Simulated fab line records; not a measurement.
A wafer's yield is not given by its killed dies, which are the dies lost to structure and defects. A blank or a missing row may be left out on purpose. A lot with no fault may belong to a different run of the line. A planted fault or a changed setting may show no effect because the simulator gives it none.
Which tool was responsible?	flow n5 finfet	30 wafers from 10 lots sampled at 6 of the route's 1938 steps

== WHAT EACH GAUGE READ, for each wafer ==
N5_SD_EPI_P_EPI_MEAS_23. Usual: 61.2 nm for thk nm, sd 1.4.
lot	measured	on	thk nm (nm)	flag
L772	day 3 11:33	film metro-01	60.1 59.5 61.7	
L774	day 3 23:25	film metro-02	61.2 61.4 60.2	
L777	day 4 16:42	film metro-02	59.8 61.1 60.6	
L779	day 5 06:28	film metro-01	63.8 61.2 62.0	
L784	day 6 08:16	film metro-02	62.9 62.2 62.3	
L785	day 6 16:27	film metro-01	63.0 62.1 61.8	
L787	day 7 04:23	film metro-02	63.0 60.1 63.3	
L791	day 8 03:19	film metro-01	58.1 62.2 63.2	
L792	day 8 08:58	film metro-01	61.0 61.0 61.7	
L795	day 9 04:43	film metro-02	59.4 61.0 60.8	

N5_SD_ACTIVATION_RS_MEAS_03: measurement is done with a four-point probe. Usual: RS_SD_N 21.93 ohm/sq, standard deviation 0.26; RS_SD_P 56.1 ohm/sq, standard deviation 0.99.
lot	measured	on	RS_SD_N (ohm/sq)	RS_SD_P (ohm/sq)	flag
L772	day 3 12:11	film metro-01	22.27 22.30 22.24	55.3 55.7 55.7	
L774	day 4 00:02	film metro-02	21.69 21.56 21.59	56.1 55.3 55.9	
L777	day 4 17:18	film metro-02	21.65 21.78 22.07	56.1 57.0 56.6	
L779	day 5 07:07	film metro-01	21.98 21.78 21.69	57.1 55.7 56.2	
L784	day 6 08:56	film metro-02	22.41 22.32 22.28	54.5 55.1 54.4	
L785	day 6 17:07	film metro-01	22.14 22.30 22.24	55.7 55.5 54.9	
L787	day 7 05:00	film metro-02	22.10 22.12 21.56	55.8 55.1 54.3	
L791	day 8 03:56	film metro-01	21.87 21.81 21.92	50.5 50.7 50.7	OFF
L792	day 8 09:35	film metro-02	21.74 21.74 21.68	50.6 50.2 49.8	OFF
L795	day 9 05:19	film metro-01	21.49 22.11 21.90	57.2 57.4 57.3	

N5_SD_ACTIVATION_INSPECT_02: inspects for defects (darkfield). Usual: 183 for raw defect count, sd 39.
lot	measured	on	raw defect count	flag
L772	day 3 12:28	defect inspect-01	141 132 137	
L774	day 4 00:21	defect inspect-01	150 225 205	
L777	day 4 17:37	defect inspect-02	177 190 160	
L779	day 5 07:25	defect inspect-02	148 160 149	
L784	day 6 09:11	defect inspect-01	120 169 168	
L785	day 6 17:23	defect inspect-01	153 183 157	
L787	day 7 05:20	defect inspect-02	177 130 242	
L791	day 8 04:15	defect inspect-01	199 118 176	
L792	day 8 09:53	defect inspect-02	262 189 233	
L795	day 9 05:39	defect inspect-02	233 189 267	

N5_BEOL_M4_RC_MEAS_101. Usual: DIBL_N 36.4 mV/V, standard deviation 1.5; DIBL_P 35.8 mV/V, standard deviation 1.7; IOFF_N 0.154 nA/um, standard deviation 0.022; IOFF_P 0.21 nA/um, standard deviation 0.031; ION_N 672 uA/um, standard deviation 8.8; ION_P 462 uA/um, standard deviation 7.2; RC_DENSE_P 23.8 ohm.um, standard deviation 0.4; RC_P 19.4 ohm.um, standard deviation 0.32; REXT_P 100.5 ohm.um, standard deviation 2.1; RS_SD_P 65.8 ohm/sq, standard deviation 1.1; SS_N 71.5 mV/dec, standard deviation 0.53; SS_P 73.2 mV/dec, standard deviation 0.62; VT_N 250.4 mV, standard deviation 2.5; VT_P -250 mV, standard deviation 3.5.
lot	measured	on	DIBL_N (mV/V)	DIBL_P (mV/V)	IOFF_N (nA/um)	IOFF_P (nA/um)	ION_N (uA/um)	ION_P (uA/um)	RC_DENSE_P (ohm.um)	RC_P (ohm.um)	REXT_P (ohm.um)	RS_SD_P (ohm/sq)	SS_N (mV/dec)	SS_P (mV/dec)	VT_N (mV)	VT_P (mV)	flag
L772	day 7 23:47	prober-02	34.1 34.6 33.9	33.9 33.9 33.5	0.133 0.134 0.132	0.19 0.19 0.19	656 662 662	460 461 458	23.5 23.4 23.5	19.4 19.3 19.3	100.8 100.2 99.9	66.0 64.8 64.8	71.0 71.0 71.2	72.6 72.5 71.9	250.9 250.6 251.0	-253 -251 -251	
L774	day 8 08:09	prober-02	39.1 37.0 38.7	37.5 35.0 37.1	0.180 0.145 0.173	0.20 0.17 0.19	663 666 667	450 451 459	23.5 23.7 23.1	19.1 19.4 19.0	100.8 99.2 99.4	65.9 65.0 65.5	72.1 71.4 71.7	74.1 73.2 73.4	247.2 251.9 249.3	-253 -254 -253	
L777	day 9 13:22	prober-02	33.9 34.0 33.9	33.6 33.7 33.1	0.131 0.127 0.124	0.21 0.20 0.20	672 672 668	476 470 465	23.8 24.2 24.3	19.4 19.6 19.5	98.7 100.3 100.0	67.0 67.4 66.9	71.3 71.7 71.7	72.9 72.5 72.6	252.0 253.0 250.6	-247 -248 -248	
L779	day 10 07:44	prober-02	36.9 35.0 33.3	35.8 32.7 30.2	0.173 0.126 0.109	0.23 0.18 0.15	685 672 667	470 463 459	23.4 23.7 24.3	19.3 19.2 20.0	102.2 101.6 103.2	66.0 65.0 65.6	71.2 71.3 70.4	73.4 73.2 71.5	246.9 252.6 251.0	-246 -253 -253	
L784	day 11 12:22	prober-02	36.7 34.8 37.6	36.6 34.5 37.8	0.148 0.118 0.172	0.18 0.16 0.20	672 642 685	453 444 465	23.4 23.6 23.2	19.2 19.1 18.8	99.0 97.9 97.6	64.7 64.2 64.4	72.1 71.1 71.5	73.4 72.6 74.0	252.0 254.9 248.0	-254 -255 -252	
L785	day 11 06:43	prober-02	39.8 39.0 37.7	39.2 38.7 37.4	0.216 0.187 0.174	0.27 0.26 0.23	676 681 677	465 469 469	24.2 23.7 24.0	20.1 19.3 19.7	101.0 100.4 100.5	65.1 64.8 65.0	72.6 72.3 71.6	75.1 74.7 74.1	247.0 247.1 245.2	-246 -246 -249	
L787	day 12 19:08	prober-01	35.9 34.9 35.6	36.6 36.3 36.3	0.159 0.158 0.160	0.20 0.21 0.20	665 678 676	456 465 460	24.3 23.5 23.7	20.0 19.3 19.3	104.3 103.3 103.6	64.8 64.9 64.3	72.0 70.8 71.3	73.6 73.4 73.5	249.8 247.3 253.7	-255 -250 -251	
L791	day 13 00:23	prober-01	35.8 36.6 36.8	35.7 37.1 37.5	0.141 0.164 0.162	0.20 0.22 0.22	670 681 674	466 469 473	22.0 22.0 22.5	18.0 18.0 18.1	91.6 90.6 90.7	59.7 60.0 59.7	71.2 71.5 72.1	72.1 72.8 73.4	251.1 250.5 250.2	-249 -249 -249	OFF
L792	day 13 10:49	prober-02	37.2 37.7 37.4	36.4 36.0 36.8	0.141 0.142 0.142	0.24 0.24 0.25	680 670 664	477 474 474	22.0 22.2 21.8	17.7 18.2 18.0	92.9 94.3 94.6	59.7 59.6 59.7	71.4 72.1 72.1	73.7 73.9 73.4	252.1 253.4 253.2	-247 -247 -245	OFF
L795	day 14 10:36	prober-02	36.9 37.7 37.4	35.3 36.1 35.3	0.148 0.170 0.148	0.20 0.21 0.19	680 679 672	458 459 461	23.9 23.9 23.4	19.6 19.3 19.1	101.0 101.0 101.1	67.1 66.3 67.2	70.7 72.0 71.9	72.9 73.4 72.2	251.6 249.5 249.1	-250 -251 -251	

== WHICH TOOL RAN EACH LOT (tool, then ch and the chambers of the sampled wafers, then the start) ==
lot	N5_SD_EPI_P_EPI_21	N5_SD_ACTIVATION_LSA_01
L772	epi rpcvd-02 ch 0, day 3 09:35	laser anneal-01 ch 0, day 3 12:00
L774	epi rpcvd-01 ch 0, day 3 20:30	laser anneal-01 ch 0, day 3 23:50
L777	epi rpcvd-03 ch 0, day 4 14:30	laser anneal-02 ch 0, day 4 17:06
L779	epi rpcvd-02 ch 0, day 5 04:38	laser anneal-02 ch 0, day 5 06:55
L784	epi rpcvd-02 ch 0, day 6 07:09	laser anneal-01 ch 0, day 6 08:46
L785	epi rpcvd-03 ch 0, day 6 14:58	laser anneal-02 ch 0, day 6 16:55
L787	epi rpcvd-02 ch 0, day 7 02:12	laser anneal-02 ch 0, day 7 04:48
L791	epi rpcvd-02 ch 0, day 8 01:08	laser anneal-02 ch 0, day 8 03:43
L792	epi rpcvd-02 ch 0, day 8 06:32	laser anneal-01 ch 0, day 8 09:24
L795	epi rpcvd-01 ch 0, day 9 01:48	laser anneal-01 ch 0, day 9 05:07
- N5_SD_EPI_P_EPI_21: deposits SiGe:B, time 355 s.
- N5_SD_ACTIVATION_LSA_01: time 0.0008 s.

== AS READ BY THE TOOLS THEMSELVES (means over the sampled wafers that have a number; for cases with no such wafer, the mark the record gives instead) ==
N5_SD_EPI_P_EPI_21. Usual: susceptor temp C 550.03 C, standard deviation 0.28; susceptor_temp_C_max 551.3, standard deviation 0.35.
lot	tool	susceptor temp C (C)	susceptor_temp_C_max	flag
L772	epi rpcvd-02	549.69	550.9	
L774	epi rpcvd-01	549.73	551.1	
L777	epi rpcvd-03	550.01	551.5	
L779	epi rpcvd-02	549.79	550.7	
L784	epi rpcvd-02	550.08	551.1	
L785	epi rpcvd-03	550.18	551.6	
L787	epi rpcvd-02	549.76	550.8	
L791	epi rpcvd-02	550.36	551.4	
L792	epi rpcvd-02	549.95	551.1	
L795	epi rpcvd-01	550.61	551.9	

N5_SD_ACTIVATION_LSA_01. Usual: 1085.6 for wafer_temp_C_max, sd 1.
lot	tool	wafer_temp_C_max	flag
L772	laser anneal-01	1086.2	
L774	laser anneal-01	1085.9	
L777	laser anneal-02	1084.9	
L779	laser anneal-02	1084.4	
L784	laser anneal-01	1086.7	
L785	laser anneal-02	1085.3	
L787	laser anneal-02	1085.1	
L791	laser anneal-02	1085.1	
L792	laser anneal-01	1086.0	
L795	laser anneal-01	1086.2	

== THE ANSWER, worked out from the rows above alone ==
Rule: a lot is off if the mean of its wafers that have a number lies more than 3 standard deviations from the usual mean. A lot without any number at a reading at which 4 lots or more have one is off too. Where the step has rows for the other lots, those lots are counted as sound. Order of review: gauges by route order, followed by the tools' own readings, for which a lot's mean as printed above is used. At the first step where some lot is off, the reading lying furthest off is the one used; lots without a number count as furthest.
Off: L791, L792, at N5_SD_ACTIVATION_RS_MEAS_03 (RS_SD_P).
A tool fits if, at a process step before that reading, it ran every lot that is off, and no sound lot after the first of them. Not tried: the gauges at N5_SD_ACTIVATION_RS_MEAS_03; whatever is off there is also off at N5_BEOL_M4_RC_MEAS_101, on other tools, and gauge error can't account for it. One fits: N5_SD_EPI_P_EPI_21 on epi rpcvd-02. A fault onset in the window from L787 (day 7 02:12, its last sound lot) to L791 (day 8 01:08, its first lot off) fits.

== WHAT THE SIMULATOR HAD PUT IN ==
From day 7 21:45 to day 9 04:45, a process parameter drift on epi rpcvd-02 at N5_SD_EPI_P_EPI_21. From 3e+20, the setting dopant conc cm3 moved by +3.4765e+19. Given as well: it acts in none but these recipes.
Shown lots that were struck: L791, L792. This agrees with what the rule above found.
